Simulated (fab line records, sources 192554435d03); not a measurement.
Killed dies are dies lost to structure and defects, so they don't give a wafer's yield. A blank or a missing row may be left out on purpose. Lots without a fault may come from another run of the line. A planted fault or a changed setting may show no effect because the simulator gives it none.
Split-lot experiment | flow n5_finfet | 7 lots, 21 wafers read, on a route of 1938 steps

THE SPLIT
At N5_BEOL_M1_COAT_05 (resist thk 30 nm), the setting spin_rpm was moved away from the recipe's 1500 rpm on 4 of the 21 wafers read, by -6.4% to +7.7%. The other wafers ran this setting at the recipe's value.

The reading is taken at the split's own step.

THE READING
CAR-EUV_of_BEOL_M1_COAT_05.thk_nm (the simulator's own value, which no gauge read), in nm, at N5_BEOL_M1_COAT_05 (resist thk 30 nm). The file gives no usual value for it. The 17 wafers here that ran the recipe average 30.0 nm, standard deviation 0.047 nm.

wafer  | tool, chamber at the split | spin_rpm as run, rpm | against the recipe | CAR-EUV_of_BEOL_M1_COAT_05.thk_nm, nm | against lot-mates on the recipe
L074.1 | litho_track-03, 0          | 1615                 | +7.7%              | 29                                    | -1.0
L074.5 | litho_track-03, 0          | 1615                 | +7.7%              | 29                                    | -1.0
L074.3 | litho_track-03, 0          | 1500                 | recipe             | 30                                    | -
L075.3 | litho_track-03, 0          | 1500                 | recipe             | 30                                    | -
L075.5 | litho_track-03, 0          | 1500                 | recipe             | 30                                    | -
L075.6 | litho_track-03, 0          | 1500                 | recipe             | 30                                    | -
L076.2 | litho_track-03, 0          | 1500                 | recipe             | 30                                    | -
L076.4 | litho_track-03, 0          | 1500                 | recipe             | 30                                    | -
L076.6 | litho_track-03, 0          | 1500                 | recipe             | 30                                    | -
L077.1 | litho_track-03, 0          | 1500                 | recipe             | 30.2                                  | -
L077.2 | litho_track-03, 0          | 1500                 | recipe             | 30                                    | -
L077.5 | litho_track-03, 0          | 1500                 | recipe             | 30                                    | -
L084.3 | litho_track-05, 0          | 1500                 | recipe             | 30                                    | -
L084.4 | litho_track-05, 0          | 1500                 | recipe             | 30                                    | -
L084.5 | litho_track-05, 0          | 1441                 | -3.9%              | 30.6                                  | +0.6
L086.1 | litho_track-05, 0          | 1500                 | recipe             | 30                                    | -
L086.5 | litho_track-05, 0          | 1500                 | recipe             | 30                                    | -
L086.3 | litho_track-05, 0          | 1404                 | -6.4%              | 31                                    | +1.0
L096.4 | litho_track-03, 0          | 1500                 | recipe             | 30                                    | -
L096.5 | litho_track-03, 0          | 1500                 | recipe             | 30                                    | -
L096.6 | litho_track-03, 0          | 1500                 | recipe             | 30                                    | -

THE FIT
A straight line over all 21 wafers: CAR-EUV_of_BEOL_M1_COAT_05.thk_nm changes by -0.139 nm for each +1% of spin_rpm; r = -0.99; the points scatter about the line by 0.052 nm.
The same after taking each lot's own level away (the mean of its wafers on the recipe; 21 wafers): -0.139 nm for each +1%; r = -0.99; scatter 0.049 nm.
On that fit, the largest move of spin_rpm shifts the reading by 1.1 nm.
The lots' own levels span 30.00 to 30.07 nm, that is 1.4 times the standard deviation above.
So the lot-to-lot level changes the slope little: the two slopes agree.
Check: with one of the wafers moved furthest among these (+7.7%) left out of the fit, the line predicts -1.08 nm for it against its lot-mates. It came out at -1 nm against them.

OTHER SPLITS ON THESE WAFERS
These wafers also went through other splits before the reading. Each is held against what the fit with the lots' levels taken away leaves over:
other split on the same wafers              | wafers away from the commonest value | r with CAR-EUV_of_BEOL_M1_COAT_05.thk_nm (lot level and that fit taken away)
N5_BEOL_M0_SAQP_SPACER2_ALD_26 target_thk_a | 9                                    | +0.12

THE FILE'S OWN FIT
CAR-EUV_of_BEOL_M1_COAT_05.thk_nm changes by -0.143 nm for each +1% of spin_rpm, r = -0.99.
